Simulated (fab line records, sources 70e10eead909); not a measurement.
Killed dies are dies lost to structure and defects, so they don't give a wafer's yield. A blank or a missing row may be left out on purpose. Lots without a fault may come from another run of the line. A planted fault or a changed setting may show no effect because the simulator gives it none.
Which tool did it? | flow nand_harc | 24 lots, 72 wafers sampled, at 6 steps of a route of 1159

WHAT THE GAUGES READ, wafer by wafer
The record holds no reading of a measuring or inspecting step that can be judged against a usual standard deviation.

WHICH TOOL RAN EACH LOT (tool, then ch and the chambers of the sampled wafers, then the start)
lot  | NHARC_A_SLIT_DESCUM_14             | NHARC_A_WL_FILL_STRIP_29           | NHARC_A_CONTACT_ETCH_50                       | NHARC_A_CONTACT_ETCH_120             | NHARC_A_CONTACT_ETCH_122             | NHARC_A_CONTACT_STRIP_55
L074 | rie_diel-06 ch 0,3, day 14 09:07   | rie_diel-03 ch 0,1,3, day 15 16:41 | rie_diel-12 ch 0,1,3, day 16 12:05 or earlier | har_cap_etch-03 ch 0,1, day 16 12:05 | har_cap_etch-03 ch 0,1, day 16 12:16 | rie_diel-12 ch 0,3, no start
L078 | rie_diel-06 ch 1,3, day 14 17:20   | rie_diel-11 ch 0,1, day 15 23:13   | rie_diel-10 ch 1,2, day 16 21:37 or earlier   | har_cap_etch-01 ch 0,1, day 16 21:37 | har_cap_etch-01 ch 0,1, day 16 21:48 | rie_diel-10 ch 1,2,3, no start
L075 | rie_diel-04 ch 0,2,3, day 14 17:31 | rie_diel-03 ch 0,1,3, day 15 23:06 | rie_diel-12 ch 1,2, day 16 19:12 or earlier   | har_cap_etch-03 ch 0,1, day 16 19:12 | har_cap_etch-03 ch 0,1, day 16 19:23 | rie_diel-10 ch 0,1, no start
L077 | rie_diel-04 ch 0,1,2, day 14 17:39 | rie_diel-01 ch 1,2, day 15 23:08   | rie_diel-13 ch 1,3, day 16 23:54 or earlier   | har_cap_etch-02 ch 0,1, day 16 23:54 | har_cap_etch-02 ch 0,1, day 17 00:05 | rie_diel-13 ch 0,2,3, no start
L076 | rie_diel-06 ch 0,3, day 14 19:19   | rie_diel-01 ch 1,2, day 16 02:58   | rie_diel-13 ch 0,1, day 17 01:03 or earlier   | har_cap_etch-01 ch 0,1, day 17 01:03 | har_cap_etch-01 ch 0,1, day 17 01:14 | rie_diel-13 ch 1,2, no start
L079 | rie_diel-04 ch 1,2,3, day 15 23:05 | rie_diel-11 ch 0,1,2, day 17 08:42 | rie_diel-12 ch 1,2,3, day 18 02:03 or earlier | har_cap_etch-01 ch 0,1, day 18 02:03 | har_cap_etch-01 ch 0,1, day 18 02:45 | rie_diel-13 ch 1,2,3, no start
L081 | rie_diel-04 ch 1,3, day 16 09:06   | rie_diel-01 ch 0,2,3, day 17 11:01 | rie_diel-12 ch 0,1,2, day 18 08:16 or earlier | har_cap_etch-03 ch 0,1, day 18 08:16 | har_cap_etch-03 ch 0,1, day 18 08:26 | rie_diel-10 ch 0,1, no start
L080 | rie_diel-04 ch 0,2,3, day 16 11:05 | rie_diel-11 ch 0,1,2, day 17 11:02 | rie_diel-12 ch 1,2,3, day 18 04:19 or earlier | har_cap_etch-02 ch 0,1, day 18 04:19 | har_cap_etch-02 ch 0,1, day 18 04:30 | rie_diel-10 ch 1,3, no start
L083 | rie_diel-04 ch 0,1,3, day 16 15:03 | rie_diel-03 ch 0,1,3, day 17 18:59 | rie_diel-12 ch 0,2,3, day 18 14:45 or earlier | har_cap_etch-03 ch 0,1, day 18 14:45 | har_cap_etch-03 ch 0,1, day 18 14:56 | rie_diel-13 ch 2,3, no start
L082 | rie_diel-07 ch 0,3, day 16 15:28   | rie_diel-11 ch 1,2,3, day 17 22:11 | rie_diel-13 ch 0,1,3, day 18 20:12 or earlier | har_cap_etch-02 ch 0,1, day 18 20:12 | har_cap_etch-02 ch 0,1, day 18 20:23 | rie_diel-12 ch 1,3, no start
L084 | rie_diel-07 ch 0,2,3, day 16 16:54 | rie_diel-01 ch 0,2,3, day 17 19:00 | rie_diel-12 ch 0,2,3, day 18 16:13 or earlier | har_cap_etch-01 ch 1, day 18 16:13   | har_cap_etch-01 ch 1, day 18 16:23   | rie_diel-10 ch 0,2,3, no start
L086 | rie_diel-06 ch 0,1,2, day 17 07:25 | rie_diel-01 ch 0,1, day 18 14:04   | rie_diel-10 ch 0,1,2, day 19 09:43 or earlier | har_cap_etch-02 ch 0,1, day 19 09:43 | har_cap_etch-02 ch 0,1, day 19 09:54 | rie_diel-10 ch 0,2, no start
L087 | rie_diel-04 ch 1,2,3, day 17 07:35 | rie_diel-01 ch 0,3, day 18 17:46   | rie_diel-12 ch 0,3, day 19 12:22 or earlier   | har_cap_etch-03 ch 0,1, day 19 12:22 | har_cap_etch-03 ch 0,1, day 19 12:32 | rie_diel-12 ch 1,2,3, no start
L089 | rie_diel-04 ch 2,3, day 17 17:26   | rie_diel-01 ch 2,3, day 19 00:05   | rie_diel-10 ch 0,2,3, day 20 01:08 or earlier | har_cap_etch-02 ch 0,1, day 20 01:08 | har_cap_etch-02 ch 0,1, day 20 01:19 | rie_diel-12 ch 0,2,3, no start
L085 | rie_diel-06 ch 0,1, day 17 18:42   | rie_diel-11 ch 0,2,3, day 19 00:10 | rie_diel-13 ch 1,2, day 19 18:59 or earlier   | har_cap_etch-02 ch 0,1, day 19 18:59 | har_cap_etch-02 ch 0,1, day 19 19:10 | rie_diel-12 ch 0,1,2, no start
L088 | rie_diel-07 ch 0,1,3, day 17 18:59 | rie_diel-01 ch 0,1,3, day 19 05:15 | rie_diel-10 ch 1,2,3, day 20 04:59 or earlier | har_cap_etch-02 ch 0,1, day 20 04:59 | har_cap_etch-02 ch 0,1, day 20 05:10 | rie_diel-13 ch 1,2,3, no start
L090 | rie_diel-07 ch 2,3, day 18 06:46   | rie_diel-11 ch 1,3, day 19 09:59   | rie_diel-12 ch 0,2,3, day 20 08:20 or earlier | har_cap_etch-03 ch 1, day 20 08:20   | har_cap_etch-03 ch 1, day 20 08:31   | rie_diel-12 ch 0,2,3, no start
L094 | rie_diel-06 ch 1,2,3, day 18 21:03 | rie_diel-03 ch 0,2,3, day 20 01:08 | rie_diel-13 ch 0,2,3, day 20 18:39 or earlier | har_cap_etch-03 ch 0,1, day 20 18:39 | har_cap_etch-03 ch 0,1, day 20 18:50 | rie_diel-13 ch 0,1,3, no start
L092 | rie_diel-04 ch 0,1,3, day 18 21:18 | rie_diel-11 ch 0,2,3, day 20 04:24 | rie_diel-10 ch 0,1,2, day 20 21:59 or earlier | har_cap_etch-01 ch 0,1, day 20 21:59 | har_cap_etch-01 ch 0,1, day 20 22:10 | rie_diel-12 ch 1,2,3, no start
L093 | rie_diel-07 ch 0,1,2, day 18 21:27 | rie_diel-03 ch 0,1,2, day 20 04:23 | rie_diel-13 ch 1,2,3, day 20 23:29 or earlier | har_cap_etch-02 ch 0,1, day 20 23:29 | har_cap_etch-02 ch 0,1, day 20 23:40 | rie_diel-12 ch 1,2,3, no start
L091 | rie_diel-06 ch 1,2, day 19 04:57   | rie_diel-01 ch 0,2,3, day 20 11:57 | rie_diel-12 ch 0,3, day 21 10:58 or earlier   | har_cap_etch-02 ch 0,1, day 21 10:58 | har_cap_etch-02 ch 0,1, day 21 11:08 | rie_diel-12 ch 0,1, no start
L095 | rie_diel-06 ch 0,1,2, day 19 19:37 | rie_diel-11 ch 0,2,3, day 21 04:14 | rie_diel-13 ch 1,2,3, day 21 22:57 or earlier | har_cap_etch-01 ch 0,1, day 21 22:57 | har_cap_etch-01 ch 0,1, day 21 23:08 | rie_diel-13 ch 0,1,2, no start
L096 | rie_diel-04 ch 0,3, day 19 19:59   | rie_diel-03 ch 1,3, day 21 04:13   | rie_diel-10 ch 2,3, day 21 23:20 or earlier   | har_cap_etch-03 ch 0,1, day 21 23:20 | har_cap_etch-03 ch 0,1, day 21 23:31 | rie_diel-10 ch 1,2,3, no start
L097 | rie_diel-04 ch 0,2,3, day 20 08:19 | rie_diel-11 ch 1,3, day 21 13:29   | rie_diel-13 ch 1,3, day 22 12:22 or earlier   | har_cap_etch-01 ch 0,1, day 22 12:22 | har_cap_etch-01 ch 0,1, day 22 12:32 | rie_diel-13 ch 1,2,3, no start
- NHARC_A_SLIT_DESCUM_14: chemistry O2, time 3 s.
- NHARC_A_WL_FILL_STRIP_29: strips in O2, time 20 s.
- NHARC_A_CONTACT_ETCH_50: etches the open film in CF4/CHF3, target depth 84.7 nm, time 42.4 s.
- NHARC_A_CONTACT_ETCH_120: etches the open film in C4F8/O2/Ar, time 94 s, target depth 922 nm.
- NHARC_A_CONTACT_ETCH_122: etches the open film in C4F8/O2/Ar, time 95 s, target depth 930 nm.
- NHARC_A_CONTACT_STRIP_55: strips in O2.

WHAT THE TOOLS THEMSELVES READ (means of the sampled wafers that have a number; where no wafer has one, the mark that the record gives instead)
NHARC_A_SLIT_DESCUM_14. Usual: drypump_motor_current_A 5.5 A, standard deviation 0.46; oes_product_au 1.002 a.u., standard deviation 0.01; rf_vpp_V 57.7 V, standard deviation 0.86; showerhead_plenum_p_Torr 1.91 Torr, standard deviation 0.08; throttle_valve_pct 11.312 %, standard deviation 0.0094.
lot  | tool        | drypump_motor_current_A (A) | oes_product_au (a.u.) | rf_vpp_V (V) | showerhead_plenum_p_Torr (Torr) | throttle_valve_pct (%) | flag
L074 | rie_diel-06 | 5.6                         | 0.998                 | 57.7         | 1.94                            | 11.304                 |
L078 | rie_diel-06 | 5.4                         | 1.021                 | 57.8         | 1.85                            | 11.315                 |
L075 | rie_diel-04 | 5.7                         | 0.996                 | 58.7         | 1.99                            | 11.317                 |
L077 | rie_diel-04 | 5.7                         | 1.003                 | 57.6         | 1.97                            | 11.308                 |
L076 | rie_diel-06 | 5.6                         | 1.004                 | 57.4         | 1.94                            | 11.304                 |
L079 | rie_diel-04 | 5.6                         | 0.998                 | 57.8         | 1.94                            | 11.311                 |
L081 | rie_diel-04 | 5.2                         | 1.007                 | 58.2         | 1.90                            | 11.322                 |
L080 | rie_diel-04 | 5.7                         | 1.000                 | 58.3         | 1.98                            | 11.301                 |
L083 | rie_diel-04 | 5.3                         | 1.005                 | 57.0         | 1.95                            | 11.310                 |
L082 | rie_diel-07 | 5.8                         | 0.987                 | 57.5         | 1.87                            | 11.315                 |
L084 | rie_diel-07 | 5.7                         | 0.997                 | 57.4         | 1.86                            | 11.310                 |
L086 | rie_diel-06 | 5.3                         | 1.010                 | 57.0         | 1.83                            | 11.314                 |
L087 | rie_diel-04 | 5.6                         | 1.010                 | 58.1         | 1.93                            | 11.306                 |
L089 | rie_diel-04 | 6.0                         | 0.992                 | 57.8         | 1.97                            | 11.310                 |
L085 | rie_diel-06 | 5.1                         | 1.005                 | 58.1         | 1.80                            | 11.311                 |
L088 | rie_diel-07 | 5.6                         | 1.000                 | 57.1         | 1.88                            | 11.315                 |
L090 | rie_diel-07 | 5.5                         | 0.990                 | 58.1         | 1.90                            | 11.298                 |
L094 | rie_diel-06 | 5.6                         | 1.003                 | 57.7         | 1.87                            | 11.315                 |
L092 | rie_diel-04 | 5.3                         | 1.016                 | 57.5         | 1.95                            | 11.316                 |
L093 | rie_diel-07 | 5.6                         | 0.998                 | 57.8         | 1.87                            | 11.318                 |
L091 | rie_diel-06 | 5.6                         | 1.007                 | 57.2         | 1.83                            | 11.311                 |
L095 | rie_diel-06 | 5.3                         | 1.004                 | 57.2         | 1.83                            | 11.308                 |
L096 | rie_diel-04 | 5.3                         | 1.004                 | 58.0         | 2.00                            | 11.316                 |
L097 | rie_diel-04 | 5.7                         | 0.989                 | 57.6         | 1.98                            | 11.310                 |

NHARC_A_WL_FILL_STRIP_29. Usual: drypump_motor_current_A 5.9 A, standard deviation 0.42; oes_product_au 1.003 a.u., standard deviation 0.011; rf_vpp_V 57.8 V, standard deviation 0.9; showerhead_plenum_p_Torr 3.52 Torr, standard deviation 0.11; throttle_valve_pct 17.037 %, standard deviation 0.0084.
lot  | tool        | drypump_motor_current_A (A) | oes_product_au (a.u.) | rf_vpp_V (V) | showerhead_plenum_p_Torr (Torr) | throttle_valve_pct (%) | flag
L074 | rie_diel-03 | 5.3                         | 1.006                 | 57.2         | 3.49                            | 17.038                 |
L078 | rie_diel-11 | 6.2                         | 0.993                 | 57.7         | 3.57                            | 17.036                 |
L075 | rie_diel-03 | 5.3                         | 1.002                 | 57.4         | 3.49                            | 17.033                 |
L077 | rie_diel-01 | 5.8                         | 1.003                 | 57.6         | 3.40                            | 17.035                 |
L076 | rie_diel-01 | 5.8                         | 1.004                 | 57.8         | 3.40                            | 17.046                 |
L079 | rie_diel-11 | 6.2                         | 1.013                 | 58.0         | 3.61                            | 17.045                 |
L081 | rie_diel-01 | 6.1                         | 0.998                 | 57.1         | 3.42                            | 17.034                 |
L080 | rie_diel-11 | 6.2                         | 1.008                 | 58.8         | 3.61                            | 17.036                 |
L083 | rie_diel-03 | 5.3                         | 1.004                 | 58.5         | 3.49                            | 17.048                 |
L082 | rie_diel-11 | 6.0                         | 1.002                 | 58.0         | 3.61                            | 17.037                 |
L084 | rie_diel-01 | 6.1                         | 0.999                 | 57.6         | 3.42                            | 17.032                 |
L086 | rie_diel-01 | 5.8                         | 1.004                 | 57.0         | 3.46                            | 17.036                 |
L087 | rie_diel-01 | 6.3                         | 1.003                 | 58.2         | 3.47                            | 17.033                 |
L089 | rie_diel-01 | 6.2                         | 0.996                 | 58.6         | 3.40                            | 17.037                 |
L085 | rie_diel-11 | 6.1                         | 1.005                 | 58.2         | 3.56                            | 17.033                 |
L088 | rie_diel-01 | 6.1                         | 1.011                 | 57.7         | 3.46                            | 17.042                 |
L090 | rie_diel-11 | 5.9                         | 1.006                 | 57.7         | 3.61                            | 17.036                 |
L094 | rie_diel-03 | 5.4                         | 0.981                 | 57.6         | 3.58                            | 17.026                 |
L092 | rie_diel-11 | 6.1                         | 1.011                 | 57.7         | 3.56                            | 17.031                 |
L093 | rie_diel-03 | 5.2                         | 0.988                 | 58.0         | 3.59                            | 17.041                 |
L091 | rie_diel-01 | 6.1                         | 1.001                 | 56.9         | 3.42                            | 17.041                 |
L095 | rie_diel-11 | 6.1                         | 1.008                 | 57.6         | 3.56                            | 17.034                 |
L096 | rie_diel-03 | 5.6                         | 1.006                 | 57.6         | 3.50                            | 17.036                 |
L097 | rie_diel-11 | 5.8                         | 1.013                 | 57.3         | 3.56                            | 17.041                 |

NHARC_A_CONTACT_ETCH_50. Usual: drypump_motor_current_A 5.9 A, standard deviation 0.51; oes_product_au 0.949 a.u., standard deviation 0.022; rf_vpp_V 369.7 V, standard deviation 2.2; showerhead_plenum_p_Torr 1.55 Torr, standard deviation 0.062; throttle_valve_pct 16.802 %, standard deviation 0.0088.
lot  | tool        | drypump_motor_current_A (A) | oes_product_au (a.u.) | rf_vpp_V (V) | showerhead_plenum_p_Torr (Torr) | throttle_valve_pct (%) | flag
L074 | rie_diel-12 | 5.8                         | 0.955                 | 369.3        | 1.54                            | 16.808                 |
L078 | rie_diel-10 | 5.1                         | 0.957                 | 369.5        | 1.55                            | 16.798                 |
L075 | rie_diel-12 | 6.5                         | 0.952                 | 371.4        | 1.58                            | 16.793                 |
L077 | rie_diel-13 | 6.3                         | 0.928                 | 369.6        | 1.54                            | 16.799                 |
L076 | rie_diel-13 | 6.0                         | 0.932                 | 369.8        | 1.56                            | 16.809                 |
L079 | rie_diel-12 | 6.1                         | 0.971                 | 371.1        | 1.61                            | 16.801                 |
L081 | rie_diel-12 | 6.1                         | 0.924                 | 370.2        | 1.55                            | 16.796                 |
L080 | rie_diel-12 | 6.1                         | 0.972                 | 371.6        | 1.61                            | 16.802                 |
L083 | rie_diel-12 | 5.7                         | 0.968                 | 371.6        | 1.58                            | 16.803                 |
L082 | rie_diel-13 | 6.2                         | 0.933                 | 370.0        | 1.54                            | 16.801                 |
L084 | rie_diel-12 | 5.7                         | 0.968                 | 370.9        | 1.58                            | 16.794                 |
L086 | rie_diel-10 | 5.4                         | 0.948                 | 369.0        | 1.54                            | 16.800                 |
L087 | rie_diel-12 | 5.4                         | 0.984                 | 369.9        | 1.57                            | 16.795                 |
L089 | rie_diel-10 | 5.5                         | 0.935                 | 368.4        | 1.51                            | 16.800                 |
L085 | rie_diel-13 | 6.2                         | 0.928                 | 368.0        | 1.50                            | 16.797                 |
L088 | rie_diel-10 | 5.4                         | 0.940                 | 370.2        | 1.56                            | 16.798                 |
L090 | rie_diel-12 | 5.7                         | 0.930                 | 371.3        | 1.58                            | 16.808                 |
L094 | rie_diel-13 | 5.9                         | 0.953                 | 368.2        | 1.52                            | 16.808                 |
L092 | rie_diel-10 | 5.4                         | 0.919                 | 368.8        | 1.54                            | 16.800                 |
L093 | rie_diel-13 | 6.2                         | 0.969                 | 368.5        | 1.52                            | 16.807                 |
L091 | rie_diel-12 | 5.4                         | 0.956                 | 370.3        | 1.56                            | 16.797                 |
L095 | rie_diel-13 | 6.2                         | 0.975                 | 367.7        | 1.51                            | 16.801                 |
L096 | rie_diel-10 | 5.3                         | 0.919                 | 368.4        | 1.51                            | 16.795                 |
L097 | rie_diel-13 | 6.5                         | 0.957                 | 369.8        | 1.53                            | 16.806                 |

NHARC_A_CONTACT_STRIP_55. Usual: drypump_motor_current_A 5.9 A, standard deviation 0.5; oes_product_au 1.003 a.u., standard deviation 0.0086; rf_vpp_V 57.5 V, standard deviation 0.93; showerhead_plenum_p_Torr 3.46 Torr, standard deviation 0.13; throttle_valve_pct 17.036 %, standard deviation 0.0089.
lot  | tool        | drypump_motor_current_A (A) | oes_product_au (a.u.) | rf_vpp_V (V) | showerhead_plenum_p_Torr (Torr) | throttle_valve_pct (%) | flag
L074 | rie_diel-12 | 5.4                         | 1.001                 | 57.7         | 3.51                            | 17.031                 |
L078 | rie_diel-10 | 5.4                         | 0.998                 | 57.7         | 3.51                            | 17.037                 |
L075 | rie_diel-10 | 5.7                         | 0.992                 | 57.0         | 3.48                            | 17.033                 |
L077 | rie_diel-13 | 5.9                         | 1.002                 | 57.4         | 3.43                            | 17.033                 |
L076 | rie_diel-13 | 6.4                         | 1.010                 | 57.9         | 3.42                            | 17.037                 |
L079 | rie_diel-13 | 6.3                         | 1.007                 | 57.7         | 3.41                            | 17.044                 |
L081 | rie_diel-10 | 5.6                         | 0.996                 | 57.9         | 3.48                            | 17.028                 |
L080 | rie_diel-10 | 5.7                         | 0.997                 | 57.0         | 3.54                            | 17.043                 |
L083 | rie_diel-13 | 6.1                         | 0.997                 | 57.2         | 3.41                            | 17.046                 |
L082 | rie_diel-12 | 5.8                         | 1.009                 | 58.1         | 3.56                            | 17.031                 |
L084 | rie_diel-10 | 5.5                         | 1.000                 | 56.7         | 3.41                            | 17.039                 |
L086 | rie_diel-10 | 5.5                         | 0.992                 | 57.6         | 3.37                            | 17.037                 |
L087 | rie_diel-12 | 6.1                         | 1.004                 | 57.8         | 3.60                            | 17.030                 |
L089 | rie_diel-12 | 5.7                         | 1.008                 | 57.7         | 3.54                            | 17.027                 |
L085 | rie_diel-12 | 6.1                         | 0.999                 | 58.6         | 3.48                            | 17.035                 |
L088 | rie_diel-13 | 6.3                         | 1.007                 | 57.2         | 3.40                            | 17.019                 |
L090 | rie_diel-12 | 5.7                         | 1.002                 | 57.4         | 3.54                            | 17.031                 |
L094 | rie_diel-13 | 6.2                         | 1.002                 | 57.6         | 3.46                            | 17.042                 |
L092 | rie_diel-12 | 6.1                         | 1.009                 | 57.1         | 3.59                            | 17.034                 |
L093 | rie_diel-12 | 6.1                         | 1.000                 | 57.8         | 3.59                            | 17.042                 |
L091 | rie_diel-12 | 5.9                         | 1.003                 | 57.3         | 3.32                            | 17.029                 |
L095 | rie_diel-13 | 6.1                         | 1.000                 | 56.9         | 3.41                            | 17.045                 |
L096 | rie_diel-10 | 5.4                         | 1.003                 | 57.4         | 3.49                            | 17.037                 |
L097 | rie_diel-13 | 6.3                         | 1.008                 | 57.3         | 3.39                            | 17.038                 |

THE ANSWER, worked out from the rows above alone
Rule: a lot is off if the mean of its wafers that have a number lies more than 3 standard deviations from the usual mean. A lot without any number at a reading at which 4 lots or more have one is off too. The other lots that the step has rows for count as sound. The gauges are gone through in route order, then the tools' own readings, and for those a lot's mean is taken as printed above. The first step at which some lot is off is used, and at that step the reading that is off furthest; a lot without a number counts as furthest.
No lot is off at any reading shown: from this, nothing can be told.

WHAT THE SIMULATOR HAD PUT IN
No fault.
